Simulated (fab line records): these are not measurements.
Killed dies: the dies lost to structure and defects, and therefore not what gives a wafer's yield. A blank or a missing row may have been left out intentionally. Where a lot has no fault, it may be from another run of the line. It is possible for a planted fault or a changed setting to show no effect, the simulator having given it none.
Which tool was responsible? / flow nandHarc / at 1 step of a route of 1159, 12 lots with 36 wafers sampled

== WHAT THE GAUGES SHOWED, per wafer ==
NHARC_A_BLC_OVL_MEAS_11.
lot=L075; measured=day 17 14:56; on=overlay-02; overlayXNm (nm)=-1.4 -1.0 -1.0
lot=L076; measured=day 17 17:52; on=overlay-02; overlayXNm (nm)=0.0 -1.0 -0.9
lot=L079; measured=day 18 11:13; on=overlay-02; overlayXNm (nm)=0.5 1.0 0.1
lot=L082; measured=day 19 00:06; on=overlay-01; overlayXNm (nm)=-0.3 -1.3 -0.3
lot=L083; measured=day 19 13:33; on=overlay-01; overlayXNm (nm)=1.3 0.3 0.8
lot=L084; measured=day 19 19:28; on=overlay-02; overlayXNm (nm)=1.5 1.9 2.0
lot=L087; measured=day 20 06:07; on=overlay-01; overlayXNm (nm)=-0.4 -0.2 -0.6
lot=L089; measured=day 20 16:28; on=overlay-01; overlayXNm (nm)=-0.4 -0.5 -0.6
lot=L091; measured=day 21 12:23; on=overlay-02; overlayXNm (nm)=-0.8 -0.4 -1.4
lot=L092; measured=day 21 21:23; on=overlay-01; overlayXNm (nm)=0.0 0.1 -0.2
lot=L095; measured=day 22 08:50; on=overlay-02; overlayXNm (nm)=-0.5 0.1 -0.2
lot=L096; measured=day 23 12:47; on=overlay-02; overlayXNm (nm)=0.0 0.3 0.5

== TOOL THAT RAN EACH LOT (tool first, then ch and the chambers of the sampled wafers, then the start) ==
No process step before these readings appears in the record.

== THE ANSWER, worked out from the rows above alone ==
Rule: what is usual is taken from the lots themselves. The widest of any qualifying gaps counts: lots, ordered by their means at a reading, are off when they make up no more than a third of the lots, leave a main group of 4 or more, and stand apart from it by 3 or more times the standard deviation of that group's means. The tables above print the reading to a certain number of digits; a main group whose means all agree to those digits is not used. Also off: a lot with no number at a reading for which 4 or more lots have one. All remaining lots with rows at the step are treated as sound.
None of the lots is off at any reading shown; this tells nothing.

== WHAT THE SIMULATOR PUT IN ==
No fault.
